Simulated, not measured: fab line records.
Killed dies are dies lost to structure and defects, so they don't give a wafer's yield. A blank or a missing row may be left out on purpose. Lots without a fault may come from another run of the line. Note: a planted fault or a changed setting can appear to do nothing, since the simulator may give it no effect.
Lot-split experiment + flow n5-finfet + 7 lots, 39 wafers read, on a route of 1938 steps

SPLIT DETAILS
At N5_BEOL_M10_TRENCH_ETCH_37 (etches SiCOH lowk in C4F6/O2, target depth 148.83 nm, time 48 s), the setting target-depth-a was moved away from the recipe's 1488.3 angstrom on 9 of the 39 wafers read, by -45.5% to +52.5%. All remaining wafers had this setting at the recipe value.

FROM THE SPLIT TO THE READING: what the file shows between them, 11 steps
- N5_BEOL_M10_ETCH_41: etches SiCN in CH3F/O2, target depth 42.6 nm, time 86 s
- N5_BEOL_M10_STRIP_77: strips in N2/H2, time 10 s
- N5_BEOL_M10_OCD_MEAS_38
- N5_BEOL_M10_HM_STRIP_39: strips TiN in peroxide tin strip, target depth 25 nm, time 158 s
- N5_BEOL_M10_SRD_40: time 30 s
- N5_BEOL_M10_ECD_50: material Cu, target thk 318 nm
- N5_BEOL_M10_ANNEAL_51: time 90 s
- N5_BEOL_M10_CMP_52: polishes, stops on SiCOH lowk, t overpolish 7 s, target thk 140 nm
- N5_BEOL_M10_THK_MEAS_53: measures by xrf
- N5_BEOL_M10_PRE_CLEAN_55: time 15 s
- N5_BEOL_M10_DEP_56: deposits SiCN from 3MS/NH3, target thk 15 nm, time 26.5 s

THE READING
M10_RS, in ohm/sq, at N5_BEOL_M10_RS_MEAS_57 (measures by four-point-probe). Fault-free wafers of this fab line usually give 0.153 ohm/sq, standard deviation 0.0033 ohm/sq.

| wafer  | tool, chamber at the split | target-depth-a as run, angstrom | against the recipe | M10_RS, ohm/sq | against lot-mates on the recipe |
|--------|----------------------------|---------------------------------|--------------------|----------------|---------------------------------|
| L075.2 | rie-diel-06, 0             | 1488.3                          | recipe             | 0.149          | -                               |
| L075.4 | rie-diel-06, 3             | 1488.3                          | recipe             | 0.150          | -                               |
| L075.5 | rie-diel-06, 0             | 1488.3                          | recipe             | 0.148          | -                               |
| L076.1 | rie-diel-03, 0             | 1488.3                          | recipe             | 0.148          | -                               |
| L076.2 | rie-diel-03, 2             | 1488.3                          | recipe             | 0.154          | -                               |
| L076.3 | rie-diel-03, 3             | 1488.3                          | recipe             | 0.152          | -                               |
| L076.4 | rie-diel-03, 1             | 1488.3                          | recipe             | 0.160          | -                               |
| L076.5 | rie-diel-03, 2             | 1488.3                          | recipe             | 0.154          | -                               |
| L076.6 | rie-diel-03, 3             | 1488.3                          | recipe             | 0.153          | -                               |
| L080.1 | rie-diel-03, 3             | 1488.3                          | recipe             | 0.149          | -                               |
| L080.2 | rie-diel-03, 2             | 1488.3                          | recipe             | 0.150          | -                               |
| L080.3 | rie-diel-03, 1             | 1488.3                          | recipe             | 0.154          | -                               |
| L080.4 | rie-diel-03, 0             | 1488.3                          | recipe             | 0.152          | -                               |
| L080.5 | rie-diel-03, 0             | 1488.3                          | recipe             | 0.152          | -                               |
| L080.6 | rie-diel-03, 3             | 1488.3                          | recipe             | 0.148          | -                               |
| L085.1 | rie-diel-04, 0             | 811.3                           | -45.5%             | 0.340          | +0.187                          |
| L085.2 | rie-diel-04, 1             | 811.3                           | -45.5%             | 0.343          | +0.190                          |
| L085.3 | rie-diel-04, 2             | 1488.3                          | recipe             | 0.148          | -                               |
| L085.4 | rie-diel-04, 1             | 811.3                           | -45.5%             | 0.348          | +0.195                          |
| L085.5 | rie-diel-04, 2             | 1488.3                          | recipe             | 0.152          | -                               |
| L085.6 | rie-diel-04, 0             | 1488.3                          | recipe             | 0.159          | -                               |
| L087.1 | rie-diel-03, 2             | 1488.3                          | recipe             | 0.152          | -                               |
| L087.2 | rie-diel-03, 3             | 1488.3                          | recipe             | 0.151          | -                               |
| L087.3 | rie-diel-03, 1             | 1488.3                          | recipe             | 0.156          | -                               |
| L087.4 | rie-diel-03, 0             | 2269                            | +52.5%             | 0.093          | -0.060                          |
| L087.5 | rie-diel-03, 3             | 2269                            | +52.5%             | 0.094          | -0.059                          |
| L087.6 | rie-diel-03, 2             | 2269                            | +52.5%             | 0.094          | -0.059                          |
| L090.1 | rie-diel-06, 0             | 923.4                           | -38.0%             | 0.273          | +0.120                          |
| L090.2 | rie-diel-06, 2             | 1488.3                          | recipe             | 0.149          | -                               |
| L090.3 | rie-diel-06, 1             | 1488.3                          | recipe             | 0.155          | -                               |
| L090.4 | rie-diel-06, 3             | 1488.3                          | recipe             | 0.154          | -                               |
| L090.5 | rie-diel-06, 1             | 923.4                           | -38.0%             | 0.279          | +0.126                          |
| L090.6 | rie-diel-06, 0             | 923.4                           | -38.0%             | 0.282          | +0.129                          |
| L091.1 | rie-diel-03, 1             | 1488.3                          | recipe             | 0.157          | -                               |
| L091.2 | rie-diel-03, 0             | 1488.3                          | recipe             | 0.148          | -                               |
| L091.3 | rie-diel-03, 3             | 1488.3                          | recipe             | 0.152          | -                               |
| L091.4 | rie-diel-03, 2             | 1488.3                          | recipe             | 0.152          | -                               |
| L091.5 | rie-diel-03, 3             | 1488.3                          | recipe             | 0.153          | -                               |
| L091.6 | rie-diel-03, 2             | 1488.3                          | recipe             | 0.153          | -                               |

FIT RESULTS
A straight line over all 39 wafers: M10_RS changes by -0.00258 ohm/sq for each +1% of target-depth-a; r = -0.90; the points scatter about the line by 0.028 ohm/sq.
The same after taking each lot's own level away (the mean of its wafers on the recipe; 39 wafers): -0.00257 ohm/sq for each +1%; r = -0.90; scatter 0.028 ohm/sq.
The reading moves by 0.14 ohm/sq for the largest change in target-depth-a, on that fit.
The lots' own levels span 0.1490 to 0.1535 ohm/sq, that is 1.4 times the standard deviation above.
The two slopes agree, so the slope changes little with the lot-to-lot level.
Check: with one of the wafers moved furthest among these (+52.5%) left out of the fit, the line predicts -0.136 ohm/sq for it against its lot-mates. It came out at -0.06 ohm/sq against them.

THE WHOLE CHAIN: every reading that the file lists as answering this split, in the file's order
| step                       | what it does                                                       | reading                                                                           | change (the file's fit)                | r (the file's) |
|----------------------------|--------------------------------------------------------------------|-----------------------------------------------------------------------------------|----------------------------------------|----------------|
| N5_BEOL_M10_TRENCH_ETCH_37 | etches SiCOH lowk in C4F6/O2, target depth 148.83 nm, time 48 s    | BEOL_M10.feature-depth-nm (the simulator's own value, which no gauge read)        | +1.51 nm for each +1% of the setting   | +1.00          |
| N5_BEOL_M10_TRENCH_ETCH_37 | etches SiCOH lowk in C4F6/O2, target depth 148.83 nm, time 48 s    | etch.depth-nm (the simulator's own value, which no gauge read)                    | +1.51 nm for each +1% of the setting   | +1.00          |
| N5_BEOL_M10_TRENCH_ETCH_37 | etches SiCOH lowk in C4F6/O2, target depth 148.83 nm, time 48 s    | TiN_of_BEOL_M10_HM_DEP_02.thk-nm (the simulator's own value, which no gauge read) | -0.0427 nm for each +1% of the setting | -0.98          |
| N5_BEOL_M10_OCD_MEAS_38    |                                                                    | trench-depth-nm                                                                   | +1.51 nm for each +1% of the setting   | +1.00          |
| N5_BEOL_M10_CMP_52         | polishes, stops on SiCOH lowk, t overpolish 7 s, target thk 140 nm | Cu_of_BEOL_M10_ECD_50.thk-nm (the simulator's own value, which no gauge read)     | +1.51 nm for each +1% of the setting   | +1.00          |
| N5_BEOL_M10_THK_MEAS_53    | measures by xrf                                                    | M10_THK                                                                           | +1.48 for each +1% of the setting      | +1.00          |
| N5_BEOL_M10_RS_MEAS_57     | measures by four-point-probe                                       | M10_RS                                                                            | -0.00264 for each +1% of the setting   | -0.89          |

THE FILE'S OWN FIT
M10_RS changes by -0.00264 ohm/sq for each +1% of target-depth-a, r = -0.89.
